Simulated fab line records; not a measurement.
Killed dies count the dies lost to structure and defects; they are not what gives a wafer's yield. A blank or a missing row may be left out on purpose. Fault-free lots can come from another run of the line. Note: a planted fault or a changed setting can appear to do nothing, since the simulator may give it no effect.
Matching of chambers -- flow n5_finfet -- rie_diel-06 running N5_BEOL_M14_DESCUM_33: 4 sister chambers
The step chemistry O2, time 7.9 s. 4 wafers are shown with their chamber, then 8 later ones without.

WAFERS, EACH WITH ITS CHAMBER
wafer,chamber,drypump_motor_current_A (A)
L085.3,1,5.4
L085.4,0,5.6
L085.5,2,5.4
L087.3,3,6.8

WAFERS WHOSE CHAMBER IS MISSING
wafer,drypump_motor_current_A (A)
L087.5,5.4
L087.6,6.8
L088.1,5.3
L088.3,6.8
L088.4,5.3
L093.1,5.4
L093.2,5.3
L093.4,5.5

CHAMBER TAKEN BY EACH
wafer,from the rows above,in truth
L087.5,can't be placed: 1 or 2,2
L087.6,3,3
L088.1,can't be placed: 1 or 2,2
L088.3,3,3
L088.4,can't be placed: 1 or 2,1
L093.1,can't be placed: 1 or 2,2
L093.2,can't be placed: 1 or 2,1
L093.4,can't be placed: 0 or 1 or 2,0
Correctly placed: 2 of 8. These rows do not allow placing 6 (true chamber among the candidates in 6). Number placed wrongly: 0.
How it was worked out, from the rows above alone: a wafer's distance from a chamber is the root of the sum, over the readings, of the square of ((its reading less the chamber's mean) divided by the reading's scatter). If the next closest chamber is less than 2 further off than the closest, the wafer can't be placed; otherwise it belongs to the closest. Each chamber's mean is taken over the wafers shown for it. The scatter (one wafer shown for each chamber): square how far every hidden wafer sits from the nearest shown wafer, average those squares and take the square root.
